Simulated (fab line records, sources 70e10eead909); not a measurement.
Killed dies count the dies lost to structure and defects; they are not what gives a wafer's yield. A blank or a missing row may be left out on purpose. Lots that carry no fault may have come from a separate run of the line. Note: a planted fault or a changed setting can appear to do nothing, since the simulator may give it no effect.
fab line records	flow nand_harc
record lots=6	wafers=18	last_day=24
route steps=1159 shown A_STAIRCASE@721 END@1159
lots that met no fault: taken from a fault-free run of the same line
start_h: start of the lot's first displayed wafer, in hours after the record's first day	wait_h: hours from the lot's prior step to this one	" same as the row above	L1.1+2: a row that stands for several wafers	- no value, or no start given	* or withheld: withheld	< > ~ a bound
route shown NAME@n: NAME is a module with steps in the file, n the number in the route of the first one	usual: mean/standard deviation of fault-free wafers	same: alike in all rows	chamber/n: place in a boat	sites: the reading at each site	_std_site: the standard deviation of these	_edge_site: mean of outer sites minus mean of inner sites	radius_mm: how far each site lies from the wafer's centre	mask NAME#n: copy n	behind: the last tool/chamber to shape the wafer	hold: why the lot was held/for how many hours/how that ended	device: whichever transistor did not switch (one of n, p or np)	end of line: the tests these same wafers got at the end of their route	step lacking rows: just its recipe	killed: at the first sort, the dies lost to defects and structure; wafer yield is something else	map: the dies of a wafer, with x for killed, . for not killed, _ for no die there
set.NAME: setting as actually run; set.NAME@STEP: the setting as run at that earlier step	model.NAME: the simulator's own value behind a step, which no gauge read
lots at selected steps of the route; one table per step, one row per wafer
services: from which hour (start_h, from the record's first day; less than 0 if before it) a tool's chamber was out of use, for how many hours, and why
## steps
# step NHARC_A_STAIRCASE_EXPOSE_438
# recipe na=0.5	dose_mj=28.97	mask_id=STAIR_REV
# step NHARC_A_STAIRCASE_PEB_439
# recipe peb_temp_c=115	peb_time_s=130
# step NHARC_A_STAIRCASE_DEVELOP_440
# recipe time_s=140
# step NHARC_A_STAIRCASE_HARDBAKE_442
# recipe temp_c=120	time_s=140
# step NHARC_A_STAIRCASE_DESCUM_443
# recipe time_s=3	o2_flow_sccm=200	ar_flow_sccm=0	bias_power_w=0	chemistry=O2
# usual drypump_motor_current_A=6.0/0.4	o2_flow_sccm=200.0/0.59	oes_product_au=1.000/0.0079	rf_vpp_V=57.8/0.86	showerhead_plenum_p_Torr=1.90/0.088	throttle_valve_pct=11.310/0.0093
lot.wafer	tool	chamber	start_h	wait_h	drypump_motor_current_A	o2_flow_sccm	oes_product_au	rf_hours_counter_h	rf_vpp_V	showerhead_plenum_p_Torr	throttle_valve_pct
L565.1	rie_diel-02	3	344.52	-	6.4	200.5	0.999	4	58.6	1.78	11.302
L565.5	"	2	"	"	5.3	200.4	0.998	-	57.9	1.88	11.328
L565.6	"	3	"	"	6.4	199.8	1.005	-	56.3	1.78	11.281
L570.3	rie_diel-05	1	367.02	-	5.9	200.2	1.004	6	56.7	1.90	11.305
L570.5	"	0	"	"	5.8	199.3	1.005	-	56.8	1.94	11.309
L570.4	"	3	"	"	6.6	200.0	1.008	-	56.0	1.90	11.318
L571.4	rie_diel-05	3	380.08	-	6.6	198.9	0.998	11	58.2	1.90	11.298
L571.1	"	0	"	"	5.8	199.8	0.990	10	58.1	1.94	11.313
L571.6	"	2	"	"	6.1	199.9	1.002	-	59.3	2.01	11.315
L574.3	rie_diel-02	2	380.11	-	5.3	200.0	0.977	17	58.5	1.88	11.319
L574.1	"	3	"	"	6.4	200.5	1.005	18	57.6	1.78	11.313
L574.2	"	0	"	"	5.6	200.5	1.001	17	56.1	1.79	11.305
L582.4	rie_diel-02	2	437.34	-	5.3	199.9	0.996	42	57.6	1.87	11.305
L582.1	"	1	"	"	6.2	199.5	1.010	38	57.6	1.77	11.312
L582.5	"	2	"	"	5.3	199.1	0.996	-	57.9	1.87	11.304
L581.4	rie_diel-02	1	437.45	-	6.3	200.9	1.003	38	57.8	1.77	11.310
L581.3	"	3	"	"	6.4	200.5	1.014	43	56.1	1.77	11.311
L581.6	"	2	"	"	5.3	199.3	0.999	-	56.8	1.87	11.313
# step NHARC_A_STAIRCASE_ETCH_444
# recipe target_depth_a=1.02e+05	time_s=3400	c4f8_flow_sccm=20	o2_flow_sccm=10	ar_flow_sccm=withheld	rf_w=600	bias_w=1000	chemistry=C4F8/O2
# usual oes_product_au=0.939/0.021	rf_vpp_V=806/5.2
lot.wafer	tool	chamber	start_h	wait_h	oes_product_au	rf_hours_counter_h	rf_vpp_V
L565.1	rie_diel-02	2	344.70	0.2	0.924	4	804
L565.5	"	2	"	"	0.928	-	805
L565.6	"	3	"	"	0.935	-	800
L570.3	rie_diel-05	1	367.42	0.4	0.969	6	805
L570.5	"	1	"	"	0.977	-	805
L570.4	"	3	"	"	0.966	-	805
L571.1	rie_diel-05	3	380.16	0.1	0.957	12	806
L571.4	"	2	"	"	0.973	8	813
L571.6	"	0	"	"	0.965	-	807
L574.1	rie_diel-02	0	380.24	0.1	0.962	17	800
L574.3	"	1	"	"	0.961	14	799
L574.2	"	3	"	"	0.948	18	800
L582.1	rie_diel-02	1	437.53	0.2	0.932	38	798
L582.4	"	3	"	"	0.927	43	797
L582.5	"	2	"	"	0.922	-	803
L581.3	rie_diel-02	2	438.96	1.5	0.922	44	805
L581.4	"	0	"	"	0.935	43	800
L581.6	"	2	"	"	0.927	-	805
# step NHARC_A_STAIRCASE_STRIP_446
# recipe power_w=1500	temp_c=250	chemistry=O2
# usual drypump_motor_current_A=5.6/0.6	heater_power_w=315/19
lot.wafer	tool	chamber	start_h	wait_h	drypump_motor_current_A	heater_power_w	rf_hours_counter_h
L565.1	plasma_asher-01	1	346.98	0.0	6.3	300	22
L565.6	"	1	"	"	6.3	292	-
L565.5	"	0	"	"	5.2	341	-
L570.3	plasma_asher-02	0	369.96	0.1	4.9	299	-
L570.4	"	1	"	"	6.1	324	-
L570.5	"	0	"	"	4.9	300	-
L571.1	plasma_asher-01	1	382.41	0.0	6.2	292	33
L571.4	"	0	"	"	5.3	347	-
L571.6	"	1	"	"	6.2	292	-
L574.1	plasma_asher-02	1	382.56	0.1	6.1	321	3
L574.2	"	0	"	"	4.9	299	3
L574.3	"	0	"	"	4.9	303	-
L582.1	plasma_asher-01	0	439.83	0.1	5.2	330	54
L582.4	"	1	"	"	6.3	290	-
L582.5	"	1	"	"	6.3	296	-
L581.3	plasma_asher-02	1	441.33	0.1	6.1	325	-
L581.4	"	0	"	"	4.9	302	-
L581.6	"	1	"	"	6.1	315	-
# step NHARC_A_STAIRCASE_STRIP_447
# recipe time_s=900	temp_c=130	chemistry=SPM
# step NHARC_A_STAIRCASE_PRECLEAN_448
# recipe time_s=*	temp_c=50	bath_age_min=0	chemistry=SC1
# step NHARC_A_STAIRCASE_SRD_449
# step NHARC_A_STAIRCASE_CMP_450
# recipe target_thk_nm=200	material=SiO2
# usual edge_zone_pressure_frac=1.000/0.0051	motor_current_A=12.1/0.8
lot.wafer	tool	chamber	start_h	wait_h	edge_zone_pressure_frac	motor_current_A
L565.1	cmp-02	0	347.80	-	1.002	14.0
L565.5	"	2	"	"	0.989	11.0
L565.6	"	3	"	"	1.003	11.2
L570.4	cmp-01	2	370.69	-	0.992	12.5
L570.3	"	3	"	"	0.996	11.9
L570.5	"	1	"	"	1.010	11.4
L571.4	cmp-01	2	383.22	-	-	-
L571.1	"	3	"	"	-	-
L571.6	"	2	"	"	-	-
L574.1	cmp-04	2	383.36	-	-	-
L574.2	"	3	"	"	-	-
L574.3	"	0	"	"	-	-
L582.4	cmp-04	2	440.65	-	0.992	11.3
L582.1	"	0	"	"	0.995	11.9
L582.5	"	3	"	"	1.004	12.2
L581.3	cmp-02	2	442.04	-	0.996	10.4
L581.4	"	3	"	"	1.001	11.5
L581.6	"	2	"	"	1.002	10.6
# step NHARC_A_STAIRCASE_CMP_152
# usual edge_zone_pressure_frac=1.000/0.005	motor_current_A=12.1/0.82
lot.wafer	tool	chamber	start_h	wait_h	edge_zone_pressure_frac	motor_current_A
L565.1	cmp-02	0	347.88	0.1	0.999	13.7
L565.5	"	2	"	"	0.993	10.5
L565.6	"	3	"	"	1.010	11.7
L570.4	cmp-01	2	370.76	0.1	1.001	12.1
L570.3	"	3	"	"	0.999	12.5
L570.5	"	1	"	"	1.001	11.6
L571.4	cmp-01	2	383.29	0.1	1.010	11.8
L571.1	"	3	"	"	1.003	12.2
L571.6	"	2	"	"	1.005	12.6
L574.1	cmp-04	2	383.44	0.1	0.997	11.2
L574.2	"	3	"	"	1.004	12.1
L574.3	"	0	"	"	1.002	12.7
L582.4	cmp-04	2	440.72	0.1	1.005	11.3
L582.1	"	0	"	"	1.001	12.3
L582.5	"	3	"	"	0.988	12.4
L581.3	cmp-02	2	442.11	0.1	1.006	11.2
L581.4	"	3	"	"	0.987	11.3
L581.6	"	2	"	"	1.001	10.7
# step NHARC_END_SORT_01
# recipe temp_c=25
# usual killed_at_array=29/12	killed_at_other=0.7/1	killed_at_periphery=4/3.2	killed_dies=34/12	killed_open=3.4/2	killed_short=1.8/1.3
# same gross_dies=677
lot.wafer	tool	chamber	start_h	wait_h	killed_at_array	killed_at_other	killed_at_periphery	killed_dies	killed_open	killed_short
L574.1	prober-01	0	505.07	2.5	675	1	1	677	3	3
L574.2	prober-01	0	505.86	2.8	674	1	2	677	5	3
L574.3	prober-01	0	506.64	3.1	674	1	2	677	3	1
L571.1	prober-02	0	505.21	2.5	672	0	5	677	2	2
L571.4	prober-02	0	507.59	3.4	673	0	4	677	1	3
L571.6	prober-02	0	509.18	4.0	671	0	6	677	2	1
# killed by level:class
L574.1 A_STAIRCASE:area_cmp=648 A_SLIT:chamber_film_flake=13 A_STAIRCASE:chamber_film_flake=5 A_CHANNEL_HOLE_D1:chamber_film_flake=3 P_CONTACT:geometric_particle:open=1 A_ONON_D1:geometric_particle:short=1 A_ONON_D1:geometric_particle:open=1 A_CHANNEL_HOLE_D1:geometric_particle:short=1
L571.1 A_STAIRCASE:area_cmp=633 A_SLIT:chamber_film_flake=13 A_CHANNEL_HOLE_D1:chamber_film_flake=10 A_CONTACT:chamber_film_flake=5 A_STAIRCASE:chamber_film_flake=4 A_M0:chamber_film_flake=4 P_BONDPAD:chamber_film_flake=3 A_WL_FILL:geometric_particle:short=2
L574.2 A_STAIRCASE:area_cmp=645 A_SLIT:chamber_film_flake=15 A_CHANNEL_HOLE_D1:chamber_film_flake=3 A_WL_FILL:geometric_particle:open=2 A_STAIRCASE:chamber_film_flake=2 A_CONTACT:chamber_film_flake=2 P_STI:geometric_particle:short=1 P_CONTACT:geometric_particle:open=1
L574.3 A_STAIRCASE:area_cmp=643 A_SLIT:chamber_film_flake=17 A_CHANNEL_HOLE_D1:chamber_film_flake=5 A_CONTACT:chamber_film_flake=4 A_STAIRCASE:chamber_film_flake=2 P_GATE:geometric_particle:open=1 A_ONON_D1:geometric_particle:short=1 A_CONTACT:geometric_particle:open=1
L571.4 A_STAIRCASE:area_cmp=635 A_SLIT:chamber_film_flake=14 A_CHANNEL_HOLE_D1:chamber_film_flake=9 A_CONTACT:chamber_film_flake=4 A_M0:chamber_film_flake=4 A_M1:chamber_film_flake=3 P_BONDPAD:chamber_film_flake=2 P_M0:geometric_particle:short=1
L571.6 A_STAIRCASE:area_cmp=635 A_CHANNEL_HOLE_D1:chamber_film_flake=12 A_SLIT:chamber_film_flake=12 A_CONTACT:chamber_film_flake=4 P_BONDPAD:chamber_film_flake=3 A_STAIRCASE:chamber_film_flake=3 A_M0:chamber_film_flake=3 P_M0:geometric_particle:short=1
# map L571.1 (x killed, . not)
____________x____________
_________xxxxxxx_________
_______xxxxxxxxxxx_______
______xxxxxxxxxxxxx______
_____xxxxxxxxxxxxxxx_____
____xxxxxxxxxxxxxxxxx____
____xxxxxxxxxxxxxxxxx____
___xxxxxxxxxxxxxxxxxxx___
___xxxxxxxxxxxxxxxxxxx___
__xxxxxxxxxxxxxxxxxxxxx__
__xxxxxxxxxxxxxxxxxxxxx__
_xxxxxxxxxxxxxxxxxxxxxxx_
_xxxxxxxxxxxxxxxxxxxxxxx_
_xxxxxxxxxxxxxxxxxxxxxxx_
_xxxxxxxxxxxxxxxxxxxxxxx_
_xxxxxxxxxxxxxxxxxxxxxxx_
xxxxxxxxxxxxxxxxxxxxxxxxx
xxxxxxxxxxxxxxxxxxxxxxxxx
xxxxxxxxxxxxxxxxxxxxxxxxx
xxxxxxxxxxxxxxxxxxxxxxxxx
xxxxxxxxxxxxxxxxxxxxxxxxx
_xxxxxxxxxxxxxxxxxxxxxxx_
_xxxxxxxxxxxxxxxxxxxxxxx_
_xxxxxxxxxxxxxxxxxxxxxxx_
_xxxxxxxxxxxxxxxxxxxxxxx_
_xxxxxxxxxxxxxxxxxxxxxxx_
__xxxxxxxxxxxxxxxxxxxxx__
__xxxxxxxxxxxxxxxxxxxxx__
___xxxxxxxxxxxxxxxxxxx___
___xxxxxxxxxxxxxxxxxxx___
____xxxxxxxxxxxxxxxxx____
____xxxxxxxxxxxxxxxxx____
_____xxxxxxxxxxxxxxx_____
______xxxxxxxxxxxxx______
_______xxxxxxxxxxx_______
_________xxxxxxx_________
____________x____________
# map L574.1 (x killed, . not)
____________x____________
_________xxxxxxx_________
_______xxxxxxxxxxx_______
______xxxxxxxxxxxxx______
_____xxxxxxxxxxxxxxx_____
____xxxxxxxxxxxxxxxxx____
____xxxxxxxxxxxxxxxxx____
___xxxxxxxxxxxxxxxxxxx___
___xxxxxxxxxxxxxxxxxxx___
__xxxxxxxxxxxxxxxxxxxxx__
__xxxxxxxxxxxxxxxxxxxxx__
_xxxxxxxxxxxxxxxxxxxxxxx_
_xxxxxxxxxxxxxxxxxxxxxxx_
_xxxxxxxxxxxxxxxxxxxxxxx_
_xxxxxxxxxxxxxxxxxxxxxxx_
_xxxxxxxxxxxxxxxxxxxxxxx_
xxxxxxxxxxxxxxxxxxxxxxxxx
xxxxxxxxxxxxxxxxxxxxxxxxx
xxxxxxxxxxxxxxxxxxxxxxxxx
xxxxxxxxxxxxxxxxxxxxxxxxx
xxxxxxxxxxxxxxxxxxxxxxxxx
_xxxxxxxxxxxxxxxxxxxxxxx_
_xxxxxxxxxxxxxxxxxxxxxxx_
_xxxxxxxxxxxxxxxxxxxxxxx_
_xxxxxxxxxxxxxxxxxxxxxxx_
_xxxxxxxxxxxxxxxxxxxxxxx_
__xxxxxxxxxxxxxxxxxxxxx__
__xxxxxxxxxxxxxxxxxxxxx__
___xxxxxxxxxxxxxxxxxxx___
___xxxxxxxxxxxxxxxxxxx___
____xxxxxxxxxxxxxxxxx____
____xxxxxxxxxxxxxxxxx____
_____xxxxxxxxxxxxxxx_____
______xxxxxxxxxxxxx______
_______xxxxxxxxxxx_______
_________xxxxxxx_________
____________x____________
## services
tool	chamber	start_h	hours	kind
cmp-01	-	324.13	4.5	repair
cmp-02	-	324.50	4.0	pm
rie_diel-02	-	328.07	9.0	pm
rie_diel-02	0	328.07	9.0	vent_cycle
rie_diel-02	1	328.07	13.5	vent_cycle
rie_diel-02	2	328.07	9.0	vent_cycle
rie_diel-02	3	328.07	9.0	vent_cycle
rie_diel-02	0	337.07	-	clean
rie_diel-02	0	337.07	-	consumable_replace:focus_ring
rie_diel-02	2	337.07	-	clean
rie_diel-02	3	337.07	-	clean
rie_diel-02	3	337.07	-	consumable_replace:focus_ring
rie_diel-05	-	340.66	9.0	pm
cmp-04	-	345.53	3.7	repair
plasma_asher-01	-	349.08	0.4	repair
cmp-01	-	349.29	0.6	repair
cmp-02	-	355.37	2.7	repair
rie_diel-05	2	360.06	14.7	repair
plasma_asher-02	-	360.17	9.0	pm
cmp-02	-	375.41	0.3	repair
cmp-01	-	375.59	4.0	pm
cmp-04	-	399.81	4.0	pm
cmp-02	-	422.50	4.0	pm
cmp-04	-	432.19	0.6	repair
## key
first_sign step=NHARC_A_STAIRCASE_CMP_450	reading=tool_record	direction=missing
effect step=NHARC_END_SORT_01	reading=killed_dies	direction=up	sigmas=55	usual=34	struck=677
more_kills_born_at NHARC_A_STAIRCASE_CMP_450@cmp-04=1936	NHARC_A_STAIRCASE_CMP_450@cmp-01=1903
met_at NHARC_A_STAIRCASE_CMP_450
struck_wafers L571.1,L571.4,L571.6,L574.1,L574.2,L574.3
later_rows_left_out L571.1,L571.4,L571.6,L574.1,L574.2,L574.3
tester_left_out L571,L574
onset_between 370.69 383.22
fault kind=skipped_step_whole	tool=cmp-01,cmp-04	chamber=-	onset_h=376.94	steps=NHARC_A_STAIRCASE_CMP_450	scope=struck_lots_only
# tester_left_out: of these lots the tester's yield and bins aren't shown, on N5 and GAA mostly nor the transistor test; their killed dies are dies lost to structure and defects alone, not to doping, threshold or leakage, so they don't give the yield
# later_rows_left_out: the simulator's readings of these wafers behind a module that went badly wrong aren't trusted and aren't shown, but for the sort
